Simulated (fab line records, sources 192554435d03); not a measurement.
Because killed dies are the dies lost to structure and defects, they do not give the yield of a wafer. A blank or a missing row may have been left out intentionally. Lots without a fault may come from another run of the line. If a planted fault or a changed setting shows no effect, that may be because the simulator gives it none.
Chamber matching -- flow n5_finfet -- 4 sister chambers for N5_MOL_CONTACT_COAG_ETCHBACK_136 on rie_diel-05
The step etches SiO2 in CHF3, target depth 25 nm, time 16.7 s. 8 wafers are shown with their chamber, then 9 later ones without.

== WAFERS WITH THEIR CHAMBER ==
wafer,chamber,rf_vpp_V (V),throttle_valve_pct (%)
L084.5,3,542,18.5
L085.3,1,526,19.1
L085.4,3,540,18.5
L086.1,0,528,19.0
L086.4,2,520,18.2
L089.4,2,520,18.2
L089.5,0,529,19.0
L089.6,1,534,18.7

== WAFERS WHOSE CHAMBER IS MISSING ==
wafer,rf_vpp_V (V),throttle_valve_pct (%)
L093.2,542,18.6
L093.4,535,18.7
L093.5,537,18.7
L095.1,540,18.6
L095.3,534,18.7
L095.4,518,18.2
L096.1,541,18.6
L096.3,521,18.2
L096.4,534,18.7

== WHICH CHAMBER EACH WENT THROUGH ==
wafer,from the rows above,in truth
L093.2,3,3
L093.4,can't be placed: 1 or 3 or 0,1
L093.5,can't be placed: 3 or 1 or 0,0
L095.1,3,3
L095.3,can't be placed: 1 or 3 or 0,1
L095.4,2,2
L096.1,3,3
L096.3,2,2
L096.4,can't be placed: 1 or 3 or 0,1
Correctly placed: 5 of 9. From these rows, 4 cannot be placed; in 4 the true chamber is one of the candidates. Wrongly placed: 0.
How it was worked out, from the rows above alone: a wafer's distance from a chamber is the root of the sum, over the readings, of the square of ((its reading less the chamber's mean) divided by the reading's scatter). The wafer belongs to the nearest chamber; if the next one is less than 2 further off, it can't be placed. The mean given for a chamber averages the wafers shown for that chamber. The scatter: take each reading less its chamber's mean, square it, sum over the shown wafers, divide by the number of wafers less the number of chambers, and take the root.
